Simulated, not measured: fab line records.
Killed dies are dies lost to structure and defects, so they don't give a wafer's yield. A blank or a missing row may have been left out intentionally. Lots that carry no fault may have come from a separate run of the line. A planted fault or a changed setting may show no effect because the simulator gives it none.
What tool caused it?	flow nand harc	12 lots with 36 wafers sampled at 4 steps, on a route of 1159 steps

## WHAT EACH GAUGE READ, for each wafer
NHARC_END_SORT_01. Usual: defect limited yield 94.9 %, standard deviation 1.7; killed at array 31, standard deviation 12; killed at other 0.6, standard deviation 0.85; killed at periphery 3.0, standard deviation 2.3; killed dies 35, standard deviation 12; killed open 3.2, standard deviation 1.9; killed short 1.8, standard deviation 1.4; sort_bin_2_pct 1.6 %, standard deviation 0.7; sort_bin_3_pct 0.28 %, standard deviation 0.22; sort_bin_4_pct 3.3 %, standard deviation 1.2; sort n pass 642, standard deviation 12; sort rim yield pct 97.7 %, standard deviation 1.5; sort yield pct 94.9 %, standard deviation 1.7.
lot	measured	on	defect limited yield (%)	killed at array	killed at other	killed at periphery	killed dies	killed open	killed short	sort_bin_2_pct (%)	sort_bin_3_pct (%)	sort_bin_4_pct (%)	sort n pass	sort rim yield pct (%)	sort yield pct (%)	flag
L852	day 19 05:39	prober-01	97.2 96.9 96.0	18 20 24	0 1 1	1 0 2	19 21 27	5 3 3	1 0 2	0.7 0.7 1.2	0 0 0	2.1 2.4 2.8	658 656 650	99.1 99.1 97.2	97.2 96.9 96.0	
L853	day 19 21:26	prober-01	96.2 96.6 94.7	17 14 28	1 2 0	8 7 8	26 23 36	5 4 5	2 3 3	1.6 0.6 1.8	0.44 0.15 0.30	1.8 2.7 3.2	651 654 641	100.0 96.2 96.2	96.2 96.6 94.7	
L855	day 19 13:36	prober-02	97.8 98.1 97.6	15 12 14	0 0 0	0 1 2	15 13 16	3 1 2	2 2 3	0.7 0.6 0.6	0 0.15 0	1.5 1.2 1.8	662 664 661	98.1 98.1 99.1	97.8 98.1 97.6	
L854	day 20 06:02	prober-01	94.5 95.3 92.8	35 29 48	0 0 0	2 3 1	37 32 49	2 4 3	0 2 2	1.9 1.3 2.2	0.59 0.15 0.30	3.0 3.2 4.7	640 645 628	99.1 95.3 99.1	94.5 95.3 92.8	
L864	day 22 05:32	prober-02	4.9 3.5 5.8	20 16 15	2 0 0	622 637 623	644 653 638	9 0 3	1 1 2	92.8 94.5 92.0	0.15 0.30 0.30	2.2 1.6 1.9	33 24 39	20.8 12.3 21.7	4.9 3.5 5.8	OFF
L865	day 23 13:31	prober-02	4.1 5.6 6.1	46 29 38	0 1 1	603 609 597	649 639 636	5 3 5	2 3 1	91.0 91.0 89.8	0.59 0.44 0.15	4.3 3.0 4.0	28 38 41	14.2 17.9 23.6	4.1 5.6 6.1	OFF
L867	day 23 07:27	prober-01	5.0 4.3 3.5	34 29 38	0 1 4	609 618 611	643 648 653	1 5 2	1 2 0	91.4 92.2 93.1	0.89 0.15 0.44	2.7 3.4 3.0	34 29 24	18.9 0 13.2	5.0 4.3 3.5	OFF
L871	day 24 05:10	prober-02	97.0 98.4 95.4	15 9 23	0 0 1	5 2 7	20 11 31	2 2 5	1 1 6	0.9 0.4 1.8	0.15 0.15 0	1.9 1.0 2.8	657 666 646	97.2 100.0 94.3	97.0 98.4 95.4	
L870	day 24 12:55	prober-02	95.0 94.5 94.4	29 27 33	0 0 0	5 10 5	34 37 38	1 2 6	2 2 3	1.9 1.0 1.8	0.15 0.74 0.30	3.0 3.7 3.5	643 640 639	97.2 98.1 98.1	95.0 94.5 94.4	
L873	day 24 07:20	prober-01	91.6 90.4 92.8	53 64 48	0 0 0	4 1 1	57 65 49	3 1 2	4 1 1	2.7 3.2 2.1	0.15 0.74 0.30	5.6 5.6 4.9	620 612 628	96.2 98.1 94.3	91.6 90.4 92.8	
L872	day 24 00:21	prober-01	92.8 94.2 95.4	42 36 26	0 0 1	7 3 4	49 39 31	6 4 6	3 0 1	3.2 1.2 0.6	0.30 0.30 0	3.7 4.3 4.0	628 638 646	96.2 96.2 96.2	92.8 94.2 95.4	
L875	day 24 23:37	prober-02	95.9 96.8 96.3	26 22 20	0 0 2	2 0 3	28 22 25	5 1 7	0 2 2	1.5 0.4 0.9	0 0.15 0.44	2.7 2.7 2.4	649 655 652	96.2 97.2 97.2	95.9 96.8 96.3	

## EACH LOT AND THE TOOL THAT RAN IT (in order: tool; ch and the chambers of the sampled wafers; start)
lot	NHARC_P_CONTACT_CVD_23	NHARC_P_M0_DESCUM_14	NHARC_P_M0_STRIP_18
L852	cvd w-01 ch 0,1, day 5 15:16 or earlier	rie diel-04 ch 2,3, day 5 15:16	rie diel-11 ch 1,2,3, day 5 15:41
L853	cvd w-02 ch 0,1, day 6 01:19 or earlier	rie diel-04 ch 0,2,3, day 6 01:19	rie diel-11 ch 0,1,3, day 6 01:42
L855	cvd w-02 ch 0,1, day 6 14:50 or earlier	rie diel-11 ch 0,2,3, day 6 14:50	rie diel-04 ch 0,1,2, day 6 15:16
L854	cvd w-01 ch 0,1, day 6 15:07 or earlier	rie diel-07 ch 1,2,3, day 6 15:07	rie diel-11 ch 2,3, day 6 15:31
L864	cvd w-02 ch 0,1, day 9 00:07 or earlier	rie diel-07 ch 0,2,3, day 9 00:07	rie diel-07 ch 0,1,3, day 9 00:31
L865	cvd w-01 ch 0,1, day 9 11:34 or earlier	rie diel-04 ch 1,2, day 9 11:34	rie diel-07 ch 0,1,3, day 9 12:01
L867	cvd w-01 ch 0,1, day 9 12:06 or earlier	rie diel-11 ch 0,1,2, day 9 12:06	rie diel-04 ch 1,3, day 9 12:29
L871	cvd w-01 ch 0,1, day 10 18:03 or earlier	rie diel-04 ch 0,2,3, day 10 18:03	rie diel-04 ch 0,2,3, day 10 18:29
L870	cvd w-01 ch 0,1, day 10 18:38 or earlier	rie diel-11 ch 0,1,2, day 10 18:38	rie diel-04 ch 0,1,3, day 10 19:04
L873	cvd w-02 ch 0,1, day 10 19:35 or earlier	rie diel-11 ch 0,3, day 10 19:35	rie diel-04 ch 0,2,3, day 10 20:02
L872	cvd w-02 ch 0,1, day 10 21:19 or earlier	rie diel-11 ch 0,3, day 10 21:19	rie diel-07 ch 0,1,2, day 10 21:44
L875	cvd w-02 ch 0,1, day 11 06:01 or earlier	rie diel-11 ch 0,1,2, day 11 06:01	rie diel-07 ch 0,3, day 11 06:24
- NHARC_P_CONTACT_CVD_23: deposits W, target thk 200 nm, time 557 s.
- NHARC_P_M0_DESCUM_14: chemistry O2, time 3 s.
- NHARC_P_M0_STRIP_18: strips in N2/H2.

## WHAT THE TOOLS THEMSELVES READ (means of the sampled wafers that have a number; where no wafer has one, the mark that the record gives instead)
NHARC_P_CONTACT_CVD_23. Usual: heater power w 483 W, standard deviation 20; throttle valve pct 7.92 %, standard deviation 0.28.
lot	tool	heater power w (W)	throttle valve pct (%)	flag
L852	cvd w-01	490	7.89	
L853	cvd w-02	477	8.03	
L855	cvd w-02	472	7.97	
L854	cvd w-01	483	7.86	
L864	cvd w-02	467	7.94	
L865	cvd w-01	493	7.84	
L867	cvd w-01	489	7.92	
L871	cvd w-01	491	7.89	
L870	cvd w-01	481	7.92	
L873	cvd w-02	468	7.85	
L872	cvd w-02	465	7.66	
L875	cvd w-02	466	7.85	

NHARC_P_M0_DESCUM_14. Usual: drypump motor current A 5.5 A, standard deviation 0.61; oes product au 0.998 a.u., standard deviation 0.0081; rf vpp V 57.5 V, standard deviation 0.85; showerhead plenum p Torr 1.87 Torr, standard deviation 0.081; throttle valve pct 11.311 %, standard deviation 0.0097.
lot	tool	drypump motor current A (A)	oes product au (a.u.)	rf vpp V (V)	showerhead plenum p Torr (Torr)	throttle valve pct (%)	flag
L852	rie diel-04	6.4	1.001	56.8	1.87	11.314	
L853	rie diel-04	6.2	0.989	57.8	1.93	11.308	
L855	rie diel-11	5.7	0.994	58.2	1.84	11.310	
L854	rie diel-07	5.3	0.994	58.1	1.92	11.308	
L864	rie diel-07	5.6	0.998	57.7	1.92	11.307	
L865	rie diel-04	5.7	1.002	58.0	1.97	11.310	
L867	rie diel-11	5.6	0.996	57.4	1.84	11.306	
L871	rie diel-04	6.2	0.998	57.3	1.93	11.316	
L870	rie diel-11	5.7	1.001	57.7	1.84	11.320	
L873	rie diel-11	5.6	0.995	57.4	1.87	11.308	
L872	rie diel-11	5.6	0.995	57.7	1.87	11.317	
L875	rie diel-11	5.6	1.003	58.3	1.84	11.303	

NHARC_P_M0_STRIP_18. Usual: chamber pressure mTorr 30.000 mTorr, standard deviation 0.027; drypump motor current A 5.7 A, standard deviation 0.58; oes product au 0.999 a.u., standard deviation 0.008; rf vpp V 90.6 V, standard deviation 1; showerhead plenum p Torr 2.02 Torr, standard deviation 0.095; throttle valve pct 14.171 %, standard deviation 0.0094.
lot	tool	chamber pressure mTorr (mTorr)	drypump motor current A (A)	oes product au (a.u.)	rf vpp V (V)	showerhead plenum p Torr (Torr)	throttle valve pct (%)	flag
L852	rie diel-11	30.019	5.3	0.996	90.6	1.92	14.176	
L853	rie diel-11	30.018	5.2	1.006	89.5	1.97	14.171	
L855	rie diel-04	30.001	5.8	0.996	90.9	2.12	14.174	
L854	rie diel-11	30.006	5.3	0.999	89.7	1.91	14.174	
L864	rie diel-07	-	-	-	-	-	-	OFF
L865	rie diel-07	-	-	-	-	-	-	OFF
L867	rie diel-04	-	-	-	-	-	-	OFF
L871	rie diel-04	29.997	6.2	0.998	91.1	2.06	14.173	
L870	rie diel-04	30.026	5.8	1.004	90.3	2.10	14.172	
L873	rie diel-04	29.983	6.2	1.001	91.2	2.06	14.175	
L872	rie diel-07	30.001	5.6	0.998	90.8	1.97	14.168	
L875	rie diel-07	29.987	5.7	0.995	90.6	2.02	14.176	

## THE ANSWER, worked out from the rows above alone
Rule: a lot counts as off when the mean over its wafers that have a number is more than 3 standard deviations away from the usual mean. Also off: a lot with no number at a reading for which 4 or more lots have one. Where the step has rows for the other lots, those lots are counted as sound. First the gauges in route order, then the tools' own readings, where a lot's mean is used as printed above. The first step at which some lot is off is used, and at that step the reading that is off furthest; a lot without a number counts as furthest.
Off: L864, L865, L867 (NHARC_END_SORT_01, killed at periphery).
If a tool, at a process step before that reading, ran all the lots that are off and no sound lot after the first of them, it fits. The gauges at NHARC_END_SORT_01 aren't tried: what is off there is off at NHARC_P_M0_STRIP_18 too, on other tools, and a gauge's error can't cause that. NHARC_P_CONTACT_CVD_23: start missing for some lots; hours and lot order therefore follow NHARC_P_M0_DESCUM_14. None of those tried fits.

## WHAT THE SIMULATOR PUT IN
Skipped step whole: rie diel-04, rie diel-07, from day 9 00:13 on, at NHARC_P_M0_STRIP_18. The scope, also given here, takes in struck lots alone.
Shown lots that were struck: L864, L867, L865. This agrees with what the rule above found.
